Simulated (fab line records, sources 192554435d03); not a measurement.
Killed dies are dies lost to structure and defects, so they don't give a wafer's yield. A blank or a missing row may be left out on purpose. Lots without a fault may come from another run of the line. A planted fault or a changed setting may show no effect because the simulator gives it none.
fab line records | flow n5_finfet
record lots=6 wafers=17 last_day=16
route steps=1938 shown BEOL_M3@965 BEOL_M4@1111 PASSIVATION@1936
lots that met no fault: from a run of the same line without faults
start_h: hours from the record's first day to the start of the lot's first wafer shown | wait_h: hours since the lot's step before | " the same as in the row above | L1.1+2: a row that stands for several wafers | - no value, or no start given | * or withheld: withheld | < > ~ a bound
route shown NAME@n: a module of which the file shows steps, and the number in the route of the first | usual: mean/standard deviation of fault-free wafers | same: alike in all rows | chamber/n: place in a boat | sites: the reading at each site | _std_site: their standard deviation | _edge_site: outer sites' mean less inner sites' | radius_mm: how far each site lies from the wafer's centre | mask NAME#n: copy n | behind: the tool/chamber that last shaped the wafer | hold: why the lot was held/for how many hours/how that ended | device: the transistor (n, p or np) that didn't switch | end of line: the same wafers' tests at the end of the route | a step without rows: its recipe alone | killed: dies lost to structure and defects at the first sort, not the wafer's yield | map: a wafer's dies, x killed, . not, _ none there
set.NAME: the setting as run; set.NAME@STEP: as run at that earlier step | model.NAME: the simulator's own value behind a step, which no gauge read
lots at some steps of the route; a table a step, a row a wafer
services: from which hour (start_h, from the record's first day; less than 0 if before it) a tool's chamber was out of use, for how many hours, and why
## steps
# step N5_BEOL_M3_DEVELOP_27
# recipe develop_time_s=30 developer=TMAH resist=CAR-EUV rinse_liquid=surfactant_rinse dry=air_spin dev_temp_c=23
# step N5_BEOL_M3_CD_MEAS_28
# recipe target_cd_nm=25.7 landing_energy_ev=500 detector=se_inlens target_cd_y_nm=23.3 polarity=opening
# usual cd_nm=25.68/0.24
# columns lot.wafer tool chamber start_h wait_h cd_nm
L885.1 cd_sem-03 0 143.84 - 25.37
L885.5 " 0 " " 26.11
L885.6 " 0 " " 26.13
L902.2 cd_sem-02 0 237.28 - 26.04
L902.5 " 0 " " 25.56
L902.6 " 0 " " 25.38
L900.2 cd_sem-03 0 242.80 - 25.39
L900.3 " 0 " " 25.70
L900.5 " 0 " " 25.37
L905.1 cd_sem-03 0 259.13 - 25.65
L905.4 " 0 " " 26.28
L905.6 " 0 " " 25.89
L906.1 cd_sem-03 0 266.22 - 25.51
L906.5 " 0 " " 25.29
L907.1 cd_sem-03 0 277.97 - 25.56
L907.5 " 0 " " 25.94
L907.6 " 0 " " 25.57
# step N5_BEOL_M3_OVL_MEAS_29
# recipe points_per_wafer=522
# usual V2_OVL=-0.2/0.71
# columns lot.wafer tool chamber start_h wait_h V2_OVL[nm]
L885.1 overlay-02 0 143.87 0.0 0.0
L885.5 " 0 " " 0.1
L885.6 " 0 " " -1.6
L902.2 overlay-02 0 237.32 0.0 0.7
L902.5 " 0 " " 0.2
L902.6 " 0 " " 0.5
L900.2 overlay-02 0 242.84 0.0 0.4
L900.3 " 0 " " 0.1
L900.5 " 0 " " 0.1
L905.1 overlay-01 0 259.16 0.0 1.6
L905.4 " 0 " " -0.2
L905.6 " 0 " " -0.4
L906.1 overlay-02 0 266.25 0.0 -0.5
L906.5 " 0 " " 0.0
L907.1 overlay-01 0 278.00 0.0 -0.5
L907.5 " 0 " " 0.7
L907.6 " 0 " " 0.1
# step N5_BEOL_M3_INSPECT_30
# recipe mode=adi inspect_instrument=brightfield
# usual raw_defect_count=394/71
# columns lot.wafer tool chamber start_h wait_h raw_defect_count
L885.1 defect_inspect-01 - 143.92 0.1 461
L885.5 " - " " 429
L885.6 " - " " 366
L902.2 defect_inspect-02 - 237.37 0.0 446
L902.5 " - " " 347
L902.6 " - " " 355
L900.2 defect_inspect-02 - 242.89 0.0 412
L900.3 " - " " 414
L900.5 " - " " 513
L905.1 defect_inspect-01 - 259.22 0.1 391
L905.4 " - " " 425
L905.6 " - " " 462
L906.1 defect_inspect-01 - 266.31 0.1 299
L906.5 " - " " 298
L907.1 defect_inspect-01 - 278.05 0.1 306
L907.5 " - " " 344
L907.6 " - " " 484
# step N5_BEOL_M3_DESCUM_33
# recipe chemistry=O2 time_s=7 source_power_w=50 bias_power_w=20 pressure_mtorr=20 rf_frequency_hz=2.712e+07 temp_c=40 resist=CAR-EUV o2_flow_sccm=225
# usual bias_power_w=20.00/0.063 drypump_motor_current_A=5.6/0.53 oes_product_au=0.78/0.077 rf_vpp_V=243.2/1.5 showerhead_plenum_p_Torr=2.09/0.087 throttle_valve_pct=20.41/0.21
# columns lot.wafer tool chamber start_h wait_h bias_power_w drypump_motor_current_A oes_product_au rf_hours_counter_h rf_vpp_V showerhead_plenum_p_Torr throttle_valve_pct
L885.1 rie_diel-05 2 144.02 0.1 19.96 6.7 0.82 93 245.2 2.20 19.97
L885.5 " 1 " " 20.07 6.1 0.85 - 246.5 2.21 20.10
L885.6 " 2 " " 20.03 6.7 0.82 - 245.8 2.20 19.97
L902.2 rie_diel-01 3 237.40 0.0 20.07 5.3 0.68 222 242.0 1.98 20.44
L902.5 " 3 " " 20.01 5.3 0.68 - 242.4 1.98 20.44
L902.6 " 0 " " 19.97 4.9 0.84 - 242.9 2.11 20.48
L900.2 rie_diel-03 1 243.09 0.2 19.83 6.1 0.87 61 242.3 2.03 20.30
L900.3 " 0 " " 19.98 5.9 0.71 181 244.2 2.09 20.66
L900.5 " 3 " " 20.04 5.4 0.69 - 244.0 2.16 20.60
L905.1 rie_diel-01 3 259.25 0.0 19.96 5.3 0.67 228 243.2 1.98 20.44
L905.4 " 1 " " 19.90 5.8 0.82 67 243.8 2.13 20.55
L905.6 " 0 " " 20.09 4.9 0.83 - 245.1 2.11 20.53
L906.1 rie_diel-05 0 266.35 0.0 20.00 5.6 0.75 145 240.4 1.95 20.57
L906.5 " 2 " " 19.99 6.7 0.79 - 245.4 2.19 20.02
L907.1 rie_diel-03 3 278.75 0.7 20.03 5.4 0.97 3 243.1 2.16 20.17
L907.5 " 2 " " 19.91 5.1 0.74 - 242.9 2.00 20.46
L907.6 " 3 " " 20.02 5.4 0.97 - 244.3 2.16 20.15
# step N5_BEOL_M3_ETCH_77
# recipe chemistry=N2/H2 target=underlayer target_depth_a=65 mask_material=CAR-EUV time_s=5.2 ion_energy_ev=200 pressure_mtorr=30 source_w=840 bias_w=150 n2_flow_sccm=200 h2_flow_sccm=200 ends=cleared
# usual bias_w=150.0/0.47 drypump_motor_current_A=5.6/0.54 etch_rf_on_time_s=5.18/0.11 h2_flow_sccm=200.0/0.57 oes_product_au=0.67/0.065 rf_vpp_V=524/3.3 showerhead_plenum_p_Torr=2.54/0.11 throttle_valve_pct=17.82/0.26
# columns lot.wafer tool chamber start_h wait_h bias_w drypump_motor_current_A etch_rf_on_time_s h2_flow_sccm oes_product_au rf_hours_counter_h rf_vpp_V showerhead_plenum_p_Torr throttle_valve_pct
L885.1 rie_diel-05 2 144.05 0.0 149.4 6.8 4.94 200.1 0.72 93 527 2.68 17.47
L885.5 " 1 " " 149.6 6.1 5.23 199.7 0.72 - 529 2.70 17.60
L885.6 " 2 " " 149.9 6.8 4.99 199.8 0.71 - 525 2.68 17.46
L902.2 rie_diel-01 3 237.44 0.0 150.6 5.4 5.26 200.1 0.59 222 520 2.43 17.98
L902.5 " 3 " " 149.4 5.4 5.25 200.1 0.59 - 518 2.43 17.94
L902.6 " 0 " " 150.3 4.9 5.18 198.6 0.72 - 525 2.59 18.08
L900.2 rie_diel-03 1 243.12 0.0 149.9 6.1 5.23 199.2 0.74 61 522 2.50 17.91
L900.3 " 0 " " 150.5 5.9 5.35 199.7 0.61 181 524 2.54 18.10
L900.5 " 3 " " 149.6 5.4 5.30 199.5 0.58 - 526 2.60 17.97
L905.1 rie_diel-01 3 259.29 0.0 150.1 5.3 5.19 199.9 0.59 228 523 2.42 17.95
L905.4 " 1 " " 150.6 5.8 5.02 199.4 0.72 67 525 2.57 17.79
L905.6 " 0 " " 149.7 4.9 5.11 200.4 0.72 - 522 2.58 18.10
L906.1 rie_diel-05 0 266.38 0.0 149.8 5.6 5.10 199.9 0.63 145 519 2.34 17.86
L906.5 " 2 " " 150.1 6.8 5.05 200.5 0.67 - 526 2.66 17.55
L907.1 rie_diel-03 3 278.79 0.0 149.8 5.4 5.17 200.5 0.82 3 525 2.60 17.50
L907.5 " 2 " " 150.2 5.1 5.22 199.9 0.62 - 519 2.40 17.64
L907.6 " 3 " " 149.5 5.4 5.15 201.7 0.81 - 526 2.60 17.51
# step N5_BEOL_M3_ETCH_69
# recipe chemistry=CF4 target=SiARC target_depth_a=156 mask_material=CAR-EUV time_s=26 ion_energy_ev=80 pressure_mtorr=40 source_w=545 bias_w=36 Ar_flow_sccm=100 cf4_flow_sccm=100 ends=cleared
# usual bias_w=36.01/0.11 cf4_flow_sccm=99.98/0.27 drypump_motor_current_A=5.6/0.53 etch_rf_on_time_s=25.8/0.59 mfc_ar_sccm=99.99/0.29 oes_product_au=0.67/0.066 rf_vpp_V=184.1/1.3 showerhead_plenum_p_Torr=2.13/0.08 throttle_valve_pct=15.56/0.22
# columns lot.wafer tool chamber start_h wait_h bias_w cf4_flow_sccm drypump_motor_current_A etch_rf_on_time_s mfc_ar_sccm oes_product_au rf_hours_counter_h rf_vpp_V showerhead_plenum_p_Torr throttle_valve_pct
L885.1 rie_diel-05 2 144.07 0.0 35.94 100.11 6.7 24.9 99.82 0.72 93 185.2 2.23 15.12
L885.5 " 1 " " 36.17 99.74 6.1 26.1 100.17 0.73 - 184.3 2.26 15.35
L885.6 " 2 " " 35.97 99.81 6.7 25.0 100.10 0.72 - 184.8 2.23 15.14
L902.2 rie_diel-01 3 237.45 0.0 35.93 99.79 5.3 26.1 99.78 0.58 222 182.8 2.04 15.67
L902.5 " 3 " " 35.76 99.68 5.3 26.0 99.60 0.59 - 182.9 2.04 15.68
L902.6 " 0 " " 36.00 99.79 4.9 25.5 99.64 0.73 - 184.1 2.15 15.59
L900.2 rie_diel-03 1 243.14 0.0 35.96 100.29 6.1 26.2 99.96 0.73 61 184.4 2.09 15.44
L900.3 " 0 " " 35.95 99.98 5.9 27.1 100.04 0.61 181 184.4 2.13 15.73
L900.5 " 3 " " 35.97 100.05 5.4 26.0 99.24 0.60 - 183.1 2.19 15.68
L905.1 rie_diel-01 3 259.30 0.0 36.15 100.15 5.3 26.0 99.99 0.59 228 183.6 2.04 15.70
L905.4 " 1 " " 35.92 99.52 5.8 24.8 100.23 0.73 67 184.6 2.17 15.61
L905.6 " 0 " " 35.94 100.27 4.9 25.1 99.92 0.73 - 183.8 2.15 15.59
L906.1 rie_diel-05 0 266.40 0.0 36.14 100.07 5.5 25.1 99.89 0.65 145 181.9 1.99 15.61
L906.5 " 2 " " 35.79 100.16 6.7 24.8 100.48 0.69 - 186.3 2.22 15.20
L907.1 rie_diel-03 3 278.80 0.0 35.73 100.17 5.4 25.8 99.61 0.83 3 186.4 2.19 15.19
L907.5 " 2 " " 36.05 99.58 5.1 26.3 99.77 0.62 - 182.0 2.06 15.74
L907.6 " 3 " " 35.89 100.55 5.4 25.8 99.71 0.83 - 185.0 2.19 15.20
# step N5_BEOL_M3_ALD_98
# recipe material=SiO2 target_thk_a=25 temp_c=100 ald_precursor_family=BDEAS ald_co_reactant=O2-plasma pulse_time_s=1 co_reactant_pulse_time_s=1 purge_time_s=2 co_reactant_purge_time_s=2 ald_cycles=17 pressure_torr=2
# usual heater_power_outer_w=42/4.7 heater_power_w=81/9.5 precursor_pulse_height_rel=0.999/0.022
# same ald_cycles=17
# columns lot.wafer tool chamber start_h wait_h heater_power_outer_w heater_power_w precursor_pulse_height_rel since_wet_clean_h
L885.1 ald_sin-03 1 144.15 0.1 45 84 1.020 240
L885.5 " 0 " " 48 95 0.990 -
L885.6 " 1 " " 45 83 0.991 -
L902.2 ald_sin-03 3 237.54 0.1 42 84 1.029 334
L902.5 " 2 " " 43 83 0.999 -
L902.6 " 0 " " 47 94 1.013 -
L900.2 ald_sin-04 0 243.29 0.1 46 85 0.983 52
L900.3 " 1 " " 32 65 0.987 52
L900.5 " 3 " " 38 70 0.995 -
L905.1 ald_sin-04 2 259.39 0.1 42 84 1.009 68
L905.4 " 3 " " 37 70 1.030 68
L905.6 " 3 " " 37 70 0.989 -
L906.1 ald_sin-03 1 266.48 0.1 44 87 1.036 363
L906.5 " 1 " " 45 84 1.044 -
L907.1 ald_sin-01 1 279.36 0.5 39 77 0.980 271
L907.5 " 0 " " 47 83 1.012 -
L907.6 " 1 " " 39 77 1.028 -
# step N5_BEOL_M3_ETCHBACK_99
# recipe chemistry=CHF3 target=SiO2 target_depth_a=50 time_s=10.4 source_w=215 bias_w=47 Ar_flow_sccm=200 CHF3_flow_sccm=12 ion_energy_ev=100 pressure_mtorr=30
# step N5_BEOL_M3_ETCH_70
# recipe chemistry=N2/H2 target=SOC target_depth_a=800 overetch_a=160 mask_material=SiARC temp_c=40 time_s=120 ion_energy_ev=200 pressure_mtorr=30 source_w=840 bias_w=150 n2_flow_sccm=200 h2_flow_sccm=200
# usual bias_w=150.0/0.43 drypump_motor_current_A=5.7/0.51 h2_flow_sccm=200.0/0.6 oes_product_au=0.60/0.057 rf_vpp_V=523.7/2.8 showerhead_plenum_p_Torr=2.54/0.097 throttle_valve_pct=17.75/0.22
# columns lot.wafer tool chamber start_h wait_h bias_w drypump_motor_current_A h2_flow_sccm oes_product_au rf_hours_counter_h rf_vpp_V showerhead_plenum_p_Torr throttle_valve_pct
L885.1 rie_diel-03 2 144.36 0.0 149.0 5.1 199.1 0.58 147 521.1 2.42 17.53
L885.5 " 0 " " 149.5 5.9 201.0 0.57 - 523.5 2.55 18.04
L885.6 " 1 " " 149.9 6.1 200.8 0.70 - 522.4 2.51 17.82
L902.2 rie_diel-01 1 237.69 0.0 150.1 5.8 200.2 0.64 61 526.0 2.58 17.74
L902.5 " 1 " " 150.8 5.8 199.7 0.63 - 525.7 2.57 17.75
L902.6 " 0 " " 149.4 4.9 199.4 0.65 - 524.9 2.59 18.06
L900.2 rie_diel-01 0 244.34 0.0 149.7 4.9 201.6 0.64 82 522.8 2.59 18.06
L900.3 " 2 " " 149.7 5.0 199.0 0.77 0 524.1 2.50 17.96
L900.5 " 2 " " 150.5 5.0 200.3 0.78 - 523.3 2.50 17.95
L905.1 rie_diel-01 0 259.95 0.0 149.6 4.9 199.2 0.64 86 523.8 2.58 18.07
L905.4 " 1 " " 149.8 5.8 199.7 0.63 67 526.0 2.57 17.75
L905.6 " 0 " " 149.7 4.9 199.7 0.64 - 524.4 2.58 18.05
L906.1 rie_diel-05 1 266.69 0.0 150.4 6.1 199.3 0.62 84 527.3 2.69 17.62
L906.5 " 2 " " 150.1 6.8 199.8 0.61 - 525.8 2.66 17.48
L907.1 rie_diel-05 0 279.79 0.0 150.1 5.6 199.9 0.57 149 517.8 2.34 17.79
L907.5 " 0 " " 150.3 5.6 200.0 0.56 - 517.3 2.34 17.80
L907.6 " 1 " " 150.0 6.1 199.8 0.62 - 526.1 2.69 17.66
# step N5_BEOL_M3_STRIP_71
# recipe chemistry=N2/H2 temp_c=40 n2_flow_sccm=200 h2_flow_sccm=200 rf_frequency_hz=6e+07
# step N5_BEOL_M3_STRIP_78
# recipe chemistry=N2/H2 temp_c=40 n2_flow_sccm=200 h2_flow_sccm=200 rf_frequency_hz=6e+07
# step N5_BEOL_M3_VIA_ETCH_34
# recipe chemistry=C4F6/O2 target_depth_a=694 mask_material=SOC pressure_mtorr=15 ion_energy_ev=250 taper_deg=4 time_s=65.9 source_w=350 bias_w=170 Ar_flow_sccm=300 C4F6_flow_sccm=10 O2_flow_sccm=10
# usual bias_w=170.0/0.54 drypump_motor_current_A=5.7/0.5 mfc_ar_sccm=299.9/0.91 oes_product_au=0.78/0.076 rf_vpp_V=663/14 showerhead_plenum_p_Torr=2.83/0.095 throttle_valve_pct=30.63/0.29
# columns lot.wafer tool chamber start_h wait_h bias_w drypump_motor_current_A mfc_ar_sccm oes_product_au rf_hours_counter_h rf_vpp_V showerhead_plenum_p_Torr throttle_valve_pct model.etch.depth_nm model.SOC_of_BEOL_M3_COAT_67.thk_nm
L885.1 rie_diel-03 2 144.46 0.0 170.1 5.0 301.0 0.76 147 659 2.74 30.56 68.62 52
L885.5 " 0 " " 169.5 5.9 300.4 0.74 - 686 2.84 31.00 67.95 52
L885.6 " 1 " " 170.0 6.1 299.2 0.91 - 669 2.77 30.55 69.28 52
L902.2 rie_diel-01 1 237.79 0.0 169.5 5.8 299.5 0.84 61 675 2.88 30.85 70.99 51.6
L902.5 " 1 " " 170.4 5.8 300.2 0.84 - 675 2.88 30.87 70.45 51.6
L902.6 " 0 " " 170.1 4.9 299.9 0.85 - 641 2.86 30.86 69.91 52
L900.2 rie_diel-01 0 244.44 0.0 188.5 4.9 300.3 0.85 82 697 2.85 30.86 71.39 52
L900.3 " 2 " " 187.3 5.0 300.7 1.03 0 727 2.78 30.91 71.73 51.8
L900.5 " 2 " " 187.3 5.0 297.5 1.04 - 727 2.78 30.90 71.31 52
L905.1 rie_diel-01 0 260.05 0.0 187.2 4.9 300.1 0.84 86 697 2.85 30.88 70.95 51.6
L905.4 " 1 " " 187.8 5.8 299.6 0.85 67 731 2.88 30.87 72.79 51.2
L905.6 " 0 " " 188.1 4.9 300.8 0.85 - 697 2.85 30.86 71.23 51.6
L906.1 rie_diel-05 1 266.79 0.0 170.5 6.1 301.2 0.79 84 662 2.97 30.36 67.42 52.2
L906.5 " 2 " " 170.1 6.8 299.9 0.79 - 666 2.94 30.00 69.69 51.8
L907.1 rie_diel-05 0 279.89 0.0 170.0 5.6 301.2 0.74 149 635 2.63 30.90 69.67 51.8
L907.5 " 0 " " 170.2 5.6 300.5 0.74 - 638 2.63 30.89 69.5 52
L907.6 " 1 " " 169.7 6.1 300.7 0.80 - 662 2.97 30.34 67.94 52
# step N5_BEOL_M3_STRIP_83
# recipe chemistry=C4F6/O2 resist=SiARC rf_frequency_hz=6e+07
# step N5_BEOL_M4_RC_MEAS_101
# usual DIBL_N=36.3/1.6 DIBL_P=36.2/2.1 IOFF_N=0.16/0.031 IOFF_P=0.21/0.034 ION_N=673/11 ION_P=461/7.4 SS_N=71.6/0.55 SS_P=73.3/0.66 VT_N=251/3.2 VT_P=-251/3.5
# columns lot.wafer tool chamber start_h wait_h DIBL_N[mV/V] DIBL_P[mV/V] IOFF_N[nA/um] IOFF_P[nA/um] ION_N[uA/um] ION_P[uA/um] SS_N[mV/dec] SS_P[mV/dec] VT_N[mV] VT_P[mV]
L885.1 prober-02 0 156.85 0.0 35.8 34.0 0.15 0.20 670 462 72.1 72.6 250 -251
L885.5 " 0 " " 36.9 36.3 0.18 0.24 691 473 71.9 73.8 250 -249
L885.6 " 0 " " 35.4 33.8 0.13 0.19 664 464 71.0 73.4 252 -251
L902.2 prober-02 0 253.97 0.2 38.2 35.8 0.18 0.23 675 459 72.0 73.5 252 -250
L902.5 " 0 " " 37.1 35.0 0.15 0.21 674 469 71.2 73.6 250 -252
L902.6 " 0 " " 35.9 32.7 0.13 0.17 658 452 71.4 72.9 255 -255
L900.2 prober-02 0 256.81 0.2 38.6 38.5 0.20 0.26 680 465 71.7 73.7 249 -247
L900.3 " 0 " " 35.4 35.7 0.14 0.21 662 463 71.0 73.4 252 -246
L900.5 " 0 " " 36.4 35.7 0.15 0.20 660 453 71.6 72.9 249 -250
L905.1 prober-01 0 273.34 0.0 34.2 33.8 0.11 0.13 659 445 72.0 72.5 257 -261
L905.4 " 0 " " 35.8 36.2 0.14 0.16 682 460 71.4 73.6 254 -259
L905.6 " 0 " " 33.2 32.8 0.10 0.13 645 445 71.3 72.1 255 -258
L906.1 prober-01 0 280.98 0.0 37.6 36.2 0.15 0.19 664 454 72.1 73.3 252 -252
L906.5 " 0 " " 36.0 35.4 0.13 0.19 661 454 72.1 73.5 254 -254
L907.1 prober-01 0 295.50 0.0 34.2 32.4 0.10 0.14 655 453 71.4 71.8 259 -256
L907.5 " 0 " " 38.0 36.4 0.15 0.20 663 455 72.2 73.5 251 -252
L907.6 " 0 " " 34.3 32.8 0.11 0.14 668 458 71.3 72.1 257 -257
# step N5_PASSIVATION_PROBE_49
# usual defect_limited_yield=91.5/1.5 killed_at_M0_to_M3=32/9.4 killed_at_M4_up=12/5.1 killed_at_contacts=11/7.4 killed_at_front_end=41/11 killed_at_other=3.4/2.5 killed_dies=100/17 killed_on_rim=13/4.4 killed_open=65/14 killed_short=33/7 sort_bin_5_function=4.9/0.96 sort_bin_6_memory=3.1/0.7 sort_n_pass=1080/17 sort_yield_pct=91.5/1.5
# same gross_dies=1180 killed_at_back_side=0 sort_bin_4_leakage[%]=0 sort_bin_8_speed[%]=0
# columns lot.wafer tool chamber start_h wait_h defect_limited_yield[%] killed_at_M0_to_M3 killed_at_M4_up killed_at_contacts killed_at_front_end killed_at_other killed_dies killed_on_rim killed_open killed_short sort_bin_5_function[%] sort_bin_6_memory[%] sort_n_pass sort_yield_pct[%]
L885.1 prober-02 - 251.34 0.0 90.2 34 14 4 59 5 116 18 66 42 4.6 4.7 1064 90.2
L885.5 prober-02 - 251.54 0.2 89.9 37 16 13 48 5 119 18 84 33 5.4 4.3 1061 89.9
L885.6 prober-02 - 251.59 0.3 91.2 30 15 11 45 3 104 11 69 32 5.7 2.9 1076 91.2
L900.2 prober-02 - 349.87 0.1 92.1 28 3 11 47 4 93 13 53 39 5.3 2.5 1087 92.1
L902.2 prober-02 - 351.04 0.1 92.8 28 7 5 42 3 85 12 51 27 3.8 2.8 1095 92.8
L902.5 prober-02 - 351.19 0.2 91.5 35 19 2 41 3 100 16 52 38 4.1 3.1 1080 91.5
L902.6 prober-02 - 351.24 0.3 90.9 30 29 11 24 13 107 18 65 41 5.4 3.3 1073 90.9
L905.1 prober-01 - 359.79 0.0 93.3 34 5 11 25 4 79 9 59 20 5.2 1.3 1101 93.3
L905.6 prober-01 - 360.04 0.3 94.1 21 10 5 32 2 70 9 44 25 3.7 2.1 1110 94.1
# killed by level:class
L885.1 STI_FIN_REVEAL:geometric_particle:open=22 BEOL_M2:geometric_particle:open=9 BEOL_M0_SAQP:geometric_particle:short=8 FIN_SAQP:geometric_particle:open=7 FIN_SAQP:geometric_particle:short=6 ILD0:geometric_particle:short=6 BEOL_M4:geometric_particle:open=6 STI_FIN_REVEAL:geometric_particle:short=5
L885.5 FIN_SAQP:geometric_particle:short=12 BEOL_M3:geometric_particle:open=11 MOL_CONTACT_COAG:geometric_particle:open=11 STI_FIN_REVEAL:geometric_particle:open=10 BEOL_M0_SAQP:geometric_particle:open=9 FIN_SAQP:geometric_particle:open=8 BEOL_M4:geometric_particle:open=6 BEOL_M2:geometric_particle:open=4
L885.6 FIN_SAQP:geometric_particle:open=13 FIN_SAQP:geometric_particle:short=9 BEOL_M0_SAQP:geometric_particle:open=9 BEOL_M4:geometric_particle:open=8 MOL_CONTACT_COAG:geometric_particle:open=7 BEOL_M3:geometric_particle:open=7 STI_FIN_REVEAL:geometric_particle:open=6 BEOL_M0_SAQP:geometric_particle:short=5
L900.2 FIN_SAQP:geometric_particle:open=10 FIN_SAQP:geometric_particle:short=9 MOL_CONTACT_COAG:geometric_particle:open=9 DUMMY_GATE:geometric_particle:open=7 BEOL_M2:geometric_particle:open=5 BEOL_M2:geometric_particle:short=5 BEOL_M0_SAQP:geometric_particle:short=4 GATE_CUT:geometric_particle:short=3
L902.2 FIN_SAQP:geometric_particle:open=11 BEOL_M0_SAQP:geometric_particle:open=9 HKMG_FIN:area_etch=6 STI_FIN_REVEAL:geometric_particle:open=5 GATE_CUT:geometric_particle:short=5 MOL_CONTACT_COAG:geometric_particle:open=4 BEOL_M1:geometric_particle:short=4 BEOL_M1:geometric_particle:open=4
L902.5 FIN_SAQP:geometric_particle:short=9 HKMG_FIN:area_etch=9 FIN_SAQP:geometric_particle:open=8 BEOL_M0_SAQP:geometric_particle:short=8 BEOL_M3:geometric_particle:open=7 ILD0:geometric_particle:short=5 BEOL_M0_SAQP:geometric_particle:open=5 BEOL_M1:geometric_particle:open=5
L902.6 BEOL_M4:geometric_particle:open=14 MOL_CONTACT_COAG:geometric_particle:open=9 BEOL_M0_SAQP:geometric_particle:open=6 BEOL_M1:geometric_particle:open=5 PAD_METAL:geometric_particle:short=5 FIN_SAQP:geometric_particle:short=4 GATE_CUT:geometric_particle:short=4 MIM_TOP:geometric_particle:short=4
L905.1 MOL_CONTACT_COAG:geometric_particle:open=10 BEOL_M2:geometric_particle:open=9 BEOL_M0_SAQP:geometric_particle:open=8 BEOL_M0_SAQP:geometric_particle:short=6 BEOL_M3:geometric_particle:open=5 STI_FIN_REVEAL:geometric_particle:open=4 STARTING-WAFER:geometric_particle:open=4 FIN_SAQP:geometric_particle:short=3
L905.6 GATE_CUT:geometric_particle:short=8 BEOL_M0_SAQP:geometric_particle:short=6 BEOL_M1:geometric_particle:open=6 MOL_CONTACT_COAG:geometric_particle:open=5 DUMMY_GATE:geometric_particle:open=4 BEOL_M0_SAQP:geometric_particle:open=4 SPACER0:geometric_particle:short=3 BEOL_M11:geometric_particle:open=3
## services
# columns tool chamber start_h hours kind
ald_sin-01 2 137.36 3.6 repair
rie_diel-01 1 140.00 12.9 repair
ald_sin-03 0 150.53 8.9 repair
rie_diel-05 - 159.79 0.5 repair
ald_sin-04 - 177.17 14.0 pm
ald_sin-04 0 177.17 14.0 vent_cycle
rie_diel-03 0 181.89 7.9 repair
rie_diel-01 - 191.85 2.8 pm
rie_diel-01 3 211.88 14.8 repair
ald_sin-04 2 230.19 1.8 repair
rie_diel-01 2 230.42 - clean
rie_diel-01 2 230.42 - consumable_replace:focus_ring
rie_diel-01 2 230.42 13.2 scheduled_down
rie_diel-01 2 230.42 13.2 vent_cycle
rie_diel-03 3 232.01 2.0 repair
ald_sin-01 - 237.69 28.1 pm
rie_diel-03 3 245.09 - clean
rie_diel-03 3 245.09 - consumable_replace:focus_ring
rie_diel-03 3 245.09 17.9 scheduled_down
rie_diel-03 3 245.09 17.9 vent_cycle
ald_sin-03 3 257.28 54.2 repair
ald_sin-03 0 265.29 12.3 repair
rie_diel-03 3 266.40 4.3 repair
ald_sin-03 - 267.49 2.8 pm
## key
first_sign step=N5_BEOL_M3_VIA_ETCH_34 reading=bias_w direction=up sigmas=33 usual=* struck=*
effect step=N5_BEOL_M3_VIA_ETCH_34 reading=rf_vpp_V direction=up sigmas=3.5 usual=663 struck=712
model_effect step=N5_BEOL_M3_VIA_ETCH_34 value=etch.depth_nm without=69.25 struck=71.56
met_at N5_BEOL_M3_VIA_ETCH_34
struck_wafers L900.2,L900.3,L900.5,L905.1,L905.4,L905.6
onset_between 237.79 244.44
fault kind=process_parameter_drift tool=rie_diel-01 chamber=- onset_h=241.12 steps=N5_BEOL_M3_VIA_ETCH_34 channel=bias_w offset=* shape=step end_h=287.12 acts_in=* stated=*
